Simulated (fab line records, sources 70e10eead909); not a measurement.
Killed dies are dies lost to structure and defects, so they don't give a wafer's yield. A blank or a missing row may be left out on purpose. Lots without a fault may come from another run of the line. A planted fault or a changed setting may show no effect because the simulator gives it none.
Which tool did it? | flow nand_harc | 6 lots, 18 wafers sampled, at 4 steps of a route of 1302

WHAT THE GAUGES READ, wafer by wafer
NHARC_P_GATE_INSPECT_28.
lot  | measured     | on                | raw_defect_count
L544 | day 5 15:28  | defect_inspect-01 | 5 4 4
L549 | day 7 10:30  | defect_inspect-02 | 9 3 11
L552 | day 8 23:22  | defect_inspect-02 | 4 3 6
L564 | day 13 15:32 | defect_inspect-01 | 9 14 10
L566 | day 14 07:55 | defect_inspect-02 | 8 2 6

WHICH TOOL RAN EACH LOT (tool, then ch and the chambers of the sampled wafers, then the start)
lot  | NHARC_P_STI_ETCH_31                          | NHARC_P_STI_ETCH_15              | NHARC_P_STI_CMP_21
L544 | rie_diel-10 ch 1,3, day 3 06:44 or earlier   | rie_si-05 ch 0,3, day 3 06:44    | cmp-03 ch 0,3, day 4 03:53
L549 | rie_diel-09 ch 2,3, day 5 07:25 or earlier   | rie_si-05 ch 0,1, day 5 07:25    | cmp-02 ch 0,2,3, day 6 02:59
L552 | rie_diel-10 ch 0,2,3, day 6 15:14 or earlier | rie_si-06 ch 0,1, day 6 15:14    | cmp-04 ch 0,1,2, day 7 11:48
L560 | rie_diel-09 ch 1,3, day 9 22:40 or earlier   | rie_si-06 ch 0,2,3, day 9 22:40  | cmp-03 ch 0,1,3, day 11 01:07
L564 | rie_diel-10 ch 2,3, day 11 14:56 or earlier  | rie_si-05 ch 2,3, day 11 14:56   | cmp-04 ch 1,3, day 12 08:47
L566 | rie_diel-09 ch 0,2, day 12 11:04 or earlier  | rie_si-06 ch 0,2,3, day 12 11:04 | cmp-04 ch 1,2, day 13 04:35
- NHARC_P_STI_ETCH_31: etches the open film in CF4/CHF3, target depth 108.9 nm, time 54.5 s.
- NHARC_P_STI_ETCH_15: etches the open film in HBr/Cl2, target depth 300 nm, time 100.1 s.
- NHARC_P_STI_CMP_21: polishes, t overpolish 20 s, target thk 380.67 nm.

THE ANSWER, worked out from the rows above alone
Rule: what is usual is taken from the lots themselves. Put in order of their means at a reading, lots are off if they are a third of the lots or fewer, leave a main group of 4 or more, and stand apart from it by a gap of 3 or more times the standard deviation of the main group's means; of several such gaps the widest counts. A main group whose means are all the same, to the digits that the tables above print for the reading, isn't used. A lot without any number at a reading at which 4 lots or more have one is off too. The other lots that the step has rows for count as sound.
No lot is off at any reading shown: from this, nothing can be told.

WHAT THE SIMULATOR HAD PUT IN
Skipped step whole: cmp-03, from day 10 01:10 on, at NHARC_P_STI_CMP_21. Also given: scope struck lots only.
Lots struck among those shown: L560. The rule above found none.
